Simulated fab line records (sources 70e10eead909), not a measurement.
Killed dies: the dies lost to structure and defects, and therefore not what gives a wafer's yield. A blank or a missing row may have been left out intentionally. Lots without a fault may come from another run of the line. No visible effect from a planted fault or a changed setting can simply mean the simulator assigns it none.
fab line records	flow nand-harc	part 2 of 2: steps 5 to 6 of 6
record: lots: 22	wafers: 66	last-day: 25
route steps=1159 shown A_STAIRCASE@669 A_SGD_CUT@763
lots untouched by any fault: they come from a run of this same line in which no faults occurred
start-h: hours from the record's opening day to when the first of the lot's shown wafers began	wait-h: how many hours have passed since the lot's step before this one	" unchanged from the row above	L1.1+2: one row covering several wafers at once	- no value present, or no start provided	* or withheld: withheld	< > ~ a bound
route shown NAME@n: a module of which the file shows steps, and the number in the route of the first	usual: the fault-free wafers' mean and standard deviation	same: alike in all rows	chamber/n: place in a boat	sites: the reading at each site	_std_site: their standard deviation	_edge_site: inner sites' mean taken away from outer sites' mean	radius-mm: for every site, how far away it sits from the centre of the wafer	mask NAME#n: copy n	behind: the tool/chamber that last shaped the wafer	hold: the reason the lot was held/the length of the hold in hours/how it ended	device: whichever transistor did not switch (one of n, p or np)	end of line: tests run on the same wafers once the route is complete	a step given without rows: its recipe and nothing more	killed: dies that structure and defects cost at the first sort, which is not the same as the wafer's yield	map: dies across one wafer; x = killed, . = not, _ = none there
set.NAME: the run value of the setting; set.NAME@STEP: its run value at that earlier step	model.NAME: the simulator's own value behind a step, which no gauge read
route steps across a sampled set of lots; one table per step, one row per wafer
services: a tool's chamber out of use, with start hour (start-h, from the record's first day; less than 0 if before it), hours out, and reason
== steps ==
step: NHARC_A_SGD_CUT_ETCH_59
recipe: target-depth-a: 2600	over-etch-frac: 0.25	time-s: 406.25	ion-energy-ev: 200	n2-flow-sccm: 150	h2-flow-sccm: 150	ar-flow-sccm: 0	rf-w: 400	bias-w: 150	chemistry: N2/H2
usual: chamber-pressure-mTorr: 30.000/0.027	drypump-motor-current-A: 5.7/0.69	oes-product-au: 0.999/0.011	rf-vpp-V: 430/3	showerhead-plenum-p-Torr: 2.02/0.11	throttle-valve-pct: 14.171/0.0087
same: time-s: 406.25
lot.wafer	tool	chamber	start-h	wait-h	chamber-pressure-mTorr	drypump-motor-current-A	oes-product-au	rf-hours-counter-h	rf-vpp-V	showerhead-plenum-p-Torr	throttle-valve-pct
L076.2	rie-diel-04	0	-	-	29.958	5.3	1.004	1	427	1.91	14.182
L076.1	"	1	"	"	30.028	6.6	1.016	1	429	2.00	14.168
L076.5	"	0	"	"	29.985	5.3	0.998	-	428	1.91	14.168
L075.4	rie-diel-06	3	-	-	30.017	6.4	0.995	6	433	2.11	14.151
L075.5	"	1	"	"	30.019	6.3	1.005	-	427	1.94	14.177
L075.6	"	2	"	"	30.031	5.5	1.002	-	433	2.14	14.191
L074.2	rie-diel-05	0	-	-	30.025	4.7	0.997	16	429	1.93	14.175
L074.1	"	1	"	"	29.994	6.4	0.999	16	433	2.12	14.166
L074.6	"	1	"	"	30.003	6.4	1.004	-	432	2.12	14.175
L077.1	rie-diel-05	0	-	-	30.004	4.7	1.001	19	427	1.93	14.179
L077.5	"	1	"	"	29.956	6.3	1.020	-	434	2.12	14.165
L077.6	"	2	"	"	30.016	4.7	0.994	-	428	1.93	14.167
L080.3	rie-diel-05	1	-	-	30.044	6.4	1.003	19	434	2.12	14.180
L080.6	"	2	"	"	30.030	4.7	1.002	-	428	1.93	14.168
L080.5	"	0	"	"	30.022	4.7	0.992	-	426	1.93	14.161
L079.4	rie-diel-06	1	-	-	30.005	6.3	1.008	8	427	1.94	14.168
L079.3	"	2	"	"	30.008	5.5	1.005	9	434	2.14	14.178
L079.1	"	3	"	"	29.988	6.4	0.991	9	431	2.11	14.172
L078.2	rie-diel-05	0	-	-	29.998	4.7	0.989	20	427	1.93	14.180
L078.3	"	2	"	"	29.992	4.7	1.007	20	427	1.93	14.156
L078.4	"	0	"	"	29.965	4.7	0.988	-	429	1.93	14.164
L081.2	rie-diel-04	2	-	-	29.997	5.7	0.996	3	426	1.90	14.162
L081.4	"	3	"	"	29.987	5.2	1.004	3	435	2.19	14.169
L081.5	"	1	"	"	30.055	6.6	1.034	-	428	2.00	14.175
L082.1	rie-diel-04	1	-	-	29.982	6.6	1.028	5	430	2.00	14.167
L082.3	"	2	"	"	29.947	5.7	0.991	4	427	1.90	14.158
L082.2	"	3	"	"	30.017	5.2	0.987	5	435	2.19	14.146
L084.2	rie-diel-05	1	-	-	30.032	6.4	1.007	2	432	2.12	14.161
L084.4	"	0	"	"	30.006	4.7	0.991	2	427	1.93	14.169
L084.6	"	1	"	"	30.007	6.4	1.008	-	432	2.12	14.179
L088.4	rie-diel-05	2	-	-	29.999	4.7	0.994	4	427	1.93	14.171
L088.6	"	3	"	"	29.977	6.4	1.008	-	429	2.04	14.173
L088.5	"	0	"	"	30.025	4.8	1.003	-	428	1.93	14.166
L085.4	rie-diel-06	1	-	-	30.031	6.3	1.006	11	427	1.93	14.182
L085.2	"	3	"	"	30.049	6.4	0.999	12	432	2.11	14.179
L085.1	"	0	"	"	29.964	6.6	0.990	11	433	2.12	14.170
L086.4	rie-diel-04	2	-	-	29.973	5.7	0.991	6	428	1.90	14.177
L086.1	"	3	"	"	30.011	5.2	1.005	6	435	2.19	14.158
L086.5	"	3	"	"	30.029	5.2	1.005	-	436	2.19	14.149
L087.1	rie-diel-04	2	-	-	30.029	5.7	0.993	7	425	1.90	14.173
L087.4	"	0	"	"	29.978	5.3	1.022	8	428	1.91	14.174
L087.2	"	1	"	"	30.040	6.6	1.012	7	430	2.00	14.183
L090.4	rie-diel-06	0	-	-	30.028	6.6	0.981	13	434	2.12	14.169
L090.1	"	1	"	"	30.006	6.3	1.005	13	427	1.93	14.166
L090.2	"	3	"	"	29.979	6.4	0.992	13	432	2.11	14.170
L089.2	rie-diel-06	2	-	-	29.958	5.5	0.998	14	433	2.13	14.177
L089.1	"	0	"	"	30.011	6.6	1.001	13	432	2.12	14.177
L089.5	"	1	"	"	29.941	6.3	0.994	-	427	1.93	14.155
L091.2	rie-diel-06	3	-	-	30.040	6.4	0.981	14	433	2.11	14.177
L091.3	"	0	"	"	29.957	6.6	0.984	13	434	2.12	14.186
L091.6	"	2	"	"	29.966	5.5	0.995	-	432	2.13	14.168
L092.3	rie-diel-04	0	-	-	29.967	5.3	1.005	9	426	1.91	14.173
L092.4	"	1	"	"	30.030	6.6	1.015	8	430	2.00	14.174
L092.1	"	3	"	"	30.001	5.2	0.994	8	435	2.19	14.176
L094.2	rie-diel-05	1	-	-	29.978	6.4	0.992	8	432	2.12	14.169
L094.1	"	3	"	"	30.026	6.4	0.994	9	430	2.04	14.170
L094.6	"	1	"	"	29.972	6.4	0.998	-	431	2.12	14.177
L095.3	rie-diel-04	0	-	-	30.008	5.3	1.001	9	428	1.91	14.179
L095.5	"	2	"	"	29.988	5.7	0.992	-	426	1.90	14.178
L095.6	"	3	"	"	30.000	5.2	0.987	-	434	2.19	14.175
L093.3	rie-diel-04	0	-	-	30.059	5.3	1.006	9	426	1.91	14.170
L093.5	"	2	"	"	29.985	5.7	0.988	-	426	1.90	14.170
L093.6	"	3	"	"	30.042	5.2	0.997	-	435	2.19	14.161
L097.4	rie-diel-06	2	-	-	30.002	5.5	0.996	1	434	2.13	14.165
L097.1	"	0	"	"	30.020	6.5	0.974	3	432	2.12	14.175
L097.2	"	1	"	"	29.939	6.3	0.995	2	427	1.93	14.167
step: NHARC_A_SGD_CUT_ETCH_15
recipe: target-depth-a: 750	time-s: 64.3	ch3f-flow-sccm: 50	o2-flow-sccm: 30	ar-flow-sccm: 200	rf-w: 500	bias-w: 100	chemistry: CH3F/O2
usual: chamber-pressure-mTorr: 24.995/0.023	drypump-motor-current-A: 5.8/0.69	oes-product-au: 0.959/0.016	rf-vpp-V: 263.6/1.9	showerhead-plenum-p-Torr: 2.44/0.12	throttle-valve-pct: 20.662/0.0096
same: time-s: 64.3
lot.wafer	tool	chamber	start-h	wait-h	chamber-pressure-mTorr	drypump-motor-current-A	oes-product-au	rf-hours-counter-h	rf-vpp-V	showerhead-plenum-p-Torr	throttle-valve-pct
L076.1	rie-diel-04	0	-	-	24.989	5.3	0.956	1	261.5	2.31	20.660
L076.2	"	2	"	"	24.998	5.7	0.959	1	261.3	2.30	20.684
L076.5	"	0	"	"	24.991	5.3	0.963	-	262.3	2.31	20.668
L075.4	rie-diel-06	0	-	-	25.008	6.5	0.941	5	267.6	2.55	20.660
L075.6	"	2	"	"	25.009	5.5	0.970	-	265.0	2.57	20.680
L075.5	"	3	"	"	24.995	6.4	0.963	-	266.6	2.54	20.636
L074.1	rie-diel-05	0	-	-	25.008	4.8	0.955	16	262.2	2.33	20.674
L074.2	"	1	"	"	24.965	6.4	0.972	16	265.3	2.55	20.668
L074.6	"	2	"	"	24.981	4.7	0.962	-	261.5	2.33	20.661
L077.1	rie-diel-05	0	-	-	24.953	4.7	0.953	19	262.2	2.33	20.650
L077.6	"	0	"	"	24.989	4.7	0.953	-	262.3	2.33	20.659
L077.5	"	2	"	"	25.026	4.7	0.962	-	261.3	2.33	20.661
L080.3	rie-diel-05	2	-	-	24.989	4.7	0.975	19	262.6	2.33	20.672
L080.6	"	1	"	"	24.981	6.4	0.970	-	266.0	2.55	20.659
L080.5	"	0	"	"	24.973	4.7	0.958	-	261.8	2.33	20.654
L079.1	rie-diel-06	2	-	-	25.050	5.5	0.971	9	265.4	2.57	20.655
L079.4	"	3	"	"	24.990	6.4	0.944	9	265.1	2.54	20.674
L079.3	"	0	"	"	24.981	6.5	0.939	8	262.7	2.55	20.664
L078.3	rie-diel-05	1	-	-	25.009	6.4	0.975	20	265.5	2.55	20.645
L078.2	"	2	"	"	25.006	4.7	0.959	20	262.1	2.33	20.673
L078.4	"	1	"	"	25.001	6.4	0.969	-	265.2	2.55	20.664
L081.2	rie-diel-04	1	-	-	25.041	6.6	0.962	4	262.8	2.41	20.651
L081.4	"	2	"	"	24.990	5.7	0.934	3	260.3	2.30	20.656
L081.5	"	2	"	"	25.004	5.7	0.934	-	260.5	2.30	20.652
L082.3	rie-diel-04	3	-	-	24.981	5.2	0.931	5	266.3	2.63	20.652
L082.2	"	1	"	"	25.022	6.6	0.965	5	263.9	2.41	20.660
L082.1	"	2	"	"	24.981	5.7	0.928	4	262.9	2.30	20.658
L084.2	rie-diel-05	0	-	-	25.006	4.7	0.971	2	261.8	2.33	20.662
L084.4	"	1	"	"	24.979	6.4	0.974	2	264.8	2.55	20.671
L084.6	"	0	"	"	25.019	4.7	0.967	-	261.6	2.33	20.676
L088.4	rie-diel-05	1	-	-	25.010	6.4	0.968	4	264.1	2.55	20.654
L088.5	"	2	"	"	24.968	4.7	0.981	-	260.7	2.33	20.671
L088.6	"	3	"	"	24.990	6.4	0.986	-	263.6	2.46	20.669
L085.2	rie-diel-06	0	-	-	25.080	6.6	0.974	11	265.9	2.55	20.675
L085.1	"	1	"	"	24.991	6.3	0.972	11	262.6	2.34	20.650
L085.4	"	2	"	"	24.989	5.5	0.960	13	266.0	2.57	20.652
L086.1	rie-diel-04	3	-	-	24.979	5.2	0.985	7	266.9	2.63	20.669
L086.4	"	0	"	"	24.980	5.3	0.957	7	262.2	2.31	20.676
L086.5	"	1	"	"	25.004	6.6	0.978	-	263.1	2.41	20.643
L087.4	rie-diel-04	1	-	-	24.978	6.6	0.982	7	262.9	2.41	20.663
L087.2	"	2	"	"	25.007	5.7	0.955	7	262.1	2.30	20.659
L087.1	"	0	"	"	24.965	5.3	0.958	8	262.0	2.31	20.661
L090.1	rie-diel-06	0	-	-	25.009	6.6	0.949	13	263.3	2.55	20.661
L090.2	"	1	"	"	24.974	6.3	0.966	13	261.2	2.34	20.675
L090.4	"	2	"	"	24.985	5.5	0.975	14	265.3	2.57	20.666
L089.2	rie-diel-06	1	-	-	24.956	6.3	0.975	13	261.7	2.34	20.661
L089.1	"	3	"	"	25.010	6.4	0.949	14	264.9	2.53	20.670
L089.5	"	0	"	"	25.006	6.6	0.944	-	265.5	2.55	20.664
L091.2	rie-diel-06	0	-	-	25.022	6.6	0.940	13	266.3	2.55	20.670
L091.3	"	1	"	"	24.999	6.3	0.960	13	261.4	2.34	20.667
L091.6	"	3	"	"	25.069	6.4	0.933	-	264.1	2.53	20.666
L092.1	rie-diel-04	1	-	-	24.976	6.6	0.945	9	263.3	2.41	20.655
L092.4	"	2	"	"	24.977	5.7	0.926	8	261.3	2.30	20.664
L092.3	"	3	"	"	25.005	5.2	0.918	8	265.3	2.63	20.665
L094.2	rie-diel-05	0	-	-	24.971	4.7	0.964	9	261.8	2.33	20.673
L094.1	"	1	"	"	25.014	6.4	0.979	9	265.2	2.55	20.651
L094.6	"	0	"	"	24.988	4.7	0.961	-	260.7	2.33	20.676
L095.3	rie-diel-04	1	-	-	25.008	6.6	0.951	9	263.5	2.41	20.662
L095.5	"	3	"	"	25.015	5.2	0.925	-	267.2	2.63	20.664
L095.6	"	0	"	"	24.995	5.3	0.930	-	260.4	2.31	20.665
L093.3	rie-diel-04	1	-	-	25.018	6.6	0.981	9	262.1	2.41	20.669
L093.6	"	3	"	"	25.011	5.2	0.978	-	266.1	2.63	20.661
L093.5	"	0	"	"	24.976	5.3	0.959	-	260.9	2.31	20.676
L097.2	rie-diel-06	3	-	-	24.968	6.4	0.942	3	265.1	2.53	20.657
L097.4	"	0	"	"	24.960	6.5	0.937	3	265.0	2.55	20.670
L097.1	"	1	"	"	24.950	6.3	0.940	3	262.0	2.34	20.656
== services ==
tool	chamber	start-h	hours	kind
rie-diel-06	-	241.34	9.0	pm
rie-diel-04	-	254.37	0.4	repair
rie-diel-06	1	258.58	5.5	repair
rie-diel-03	0	259.93	7.7	repair
pecvd-03	-	264.44	0.4	repair
rie-diel-03	1	267.17	12.7	repair
rie-diel-11	-	272.47	0.4	repair
rie-diel-05	1	273.09	4.4	repair
rie-diel-04	-	288.90	9.0	pm
pecvd-03	-	292.41	13.0	pm
rie-diel-05	3	307.16	35.4	repair
rie-diel-02	-	328.06	9.0	pm
rie-diel-11	-	339.93	0.7	repair
rie-diel-05	-	340.61	9.0	pm
plasma-asher-02	-	360.96	9.0	pm
rie-diel-03	1	362.93	8.5	repair
rie-diel-11	-	368.53	9.0	pm
plasma-asher-02	-	373.73	1.6	repair
rie-diel-03	-	392.40	9.0	pm
rie-diel-11	2	393.87	1.4	repair
rie-diel-06	-	418.34	9.0	pm
plasma-asher-02	-	438.31	1.7	repair
rie-diel-06	2	439.07	15.7	repair
rie-diel-11	3	441.22	4.3	repair
